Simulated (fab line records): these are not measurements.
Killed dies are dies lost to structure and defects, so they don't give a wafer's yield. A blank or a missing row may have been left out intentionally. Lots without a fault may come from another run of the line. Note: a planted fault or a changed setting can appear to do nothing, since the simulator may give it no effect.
2 desks looking at one fault :: flow n5-finfet :: each desk has only its own numbers; what lay behind them comes last

## FOR THE TOOL OWNER'S DESK: rie-diel-01
The tool's own readings at N5_BEOL_M14_TRENCH_ETCH_34 (etches SiO2 in C4F8/O2/Ar, target depth 556.65 nm, time 126.9 s): means of the sampled wafers that have a number, for each lot that ran on this tool. A lot is out of limits, marked OUT, if its mean lies more than 4 standard deviations from the usual mean; the brackets give that distance.
Columns: A = drypump-motor-current-A at N5_BEOL_M14_TRENCH_ETCH_34, usual 5.5 A; B = he-outer-torr at N5_BEOL_M14_TRENCH_ETCH_34, usual 30.00 Torr; C = mfc-ar-sccm at N5_BEOL_M14_TRENCH_ETCH_34, usual 400.0 sccm; D = oes-product-au at N5_BEOL_M14_TRENCH_ETCH_34, usual 0.80 a.u.; E = rf-vpp-V at N5_BEOL_M14_TRENCH_ETCH_34, usual 2215 V; F = showerhead-plenum-p-Torr at N5_BEOL_M14_TRENCH_ETCH_34, usual 3.47 Torr; G = throttle-valve-pct at N5_BEOL_M14_TRENCH_ETCH_34, usual 30.90 %
lot: L489
first seen here: day 12 07:29
A: 5.3
B: 29.95
C: 400.1
D: 0.85
E: 2229
F: 3.41
G: 30.91

lot: L492
first seen here: day 13 10:15
A: 5.6
B: 30.00
C: 401.2
D: 0.90
E: 2204
F: 3.57
G: 30.93

lot: L503
first seen here: day 16 05:16
A: 5.1
B: 30.07
C: 400.3
D: 1.08 (+4.7) OUT
E: 2208
F: 3.47
G: 31.12

lot: L504
first seen here: day 16 15:19
A: 5.4
B: 29.98
C: 400.5
D: 0.93
E: 2228
F: 3.42
G: 31.11
This desk finds L503 out of limits, L503 being first, at day 16 05:16 (oes-product-au at N5_BEOL_M14_TRENCH_ETCH_34). In limits: L489, L492, L504.

## THE METROLOGY DESK
Means of the sampled wafers that have a number, per lot and without regard to the tool the lot ran on: this is what the gauges read. A lot is out of limits, marked OUT, if its mean lies more than 4 standard deviations from the usual mean; the brackets give that distance.
Columns: A = M14_ILD_THK at N5_BEOL_M14_THK_MEAS_01, usual 1119 nm; B = trench-depth-nm at N5_BEOL_M14_OCD_MEAS_35, usual 560 nm; C = M14_THK at N5_BEOL_M14_THK_MEAS_50, usual 584 nm; D = M14_RS at N5_BEOL_M14_RS_MEAS_54, usual 0.0330 ohm/sq
lot: L489
first seen here: day 12 05:40
A: 1117
B: 567
C: 597
D: 0.0324

lot: L493
first seen here: day 13 08:08
A: 1112
B: 553
C: 573
D: 0.0333

lot: L492
first seen here: day 13 08:25
A: 1130
B: 574
C: 600
D: 0.0320

lot: L494
first seen here: day 13 18:07
A: 1136
B: 565
C: 589
D: 0.0327

lot: L498
first seen here: day 14 22:08
A: 1121
B: 561
C: 588
D: 0.0329

lot: L503
first seen here: day 16 03:28
A: 1117
B: 848 (+19) OUT
C: 896 (+20) OUT
D: 0.0217 (-13) OUT

lot: L504
first seen here: day 16 13:31
A: 1119
B: 694 (+8.9) OUT
C: 732 (+9.2) OUT
D: 0.0276 (-6.1) OUT

lot: L508
first seen here: day 16 17:05
A: 1109
B: 572
C: 596
D: 0.0323

lot: L510
first seen here: day 17 17:43
A: 1115
B: 557
C: 586
D: 0.0332

lot: L512
first seen here: day 19 05:35
A: 1132
B: 551
C: 576
D: 0.0336
This desk finds L503, L504 out of limits, L503 being first, at day 16 05:26 (trench-depth-nm at N5_BEOL_M14_OCD_MEAS_35). In limits: L489, L493, L492, L494, L498, L508, L510, L512.

## PUT TOGETHER
An alarm could have come from the tool owner's desk at day 16 05:16, on L503.
At day 16 05:26 the metrology desk could have sounded an alarm, on L503, L504.
The tool owner's desk has L504 on record, within its limits.
On rie-diel-01, each named lot ran N5_BEOL_M14_TRENCH_ETCH_34.

## WHAT THE SIMULATOR PUT IN
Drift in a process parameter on rie-diel-01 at N5_BEOL_M14_TRENCH_ETCH_34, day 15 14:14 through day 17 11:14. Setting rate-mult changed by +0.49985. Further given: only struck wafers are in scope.
Lots struck among those shown: L503, L504.
Fault start to first reading out of limits, in hours, per desk: tool owner, 15; metrology, 15.
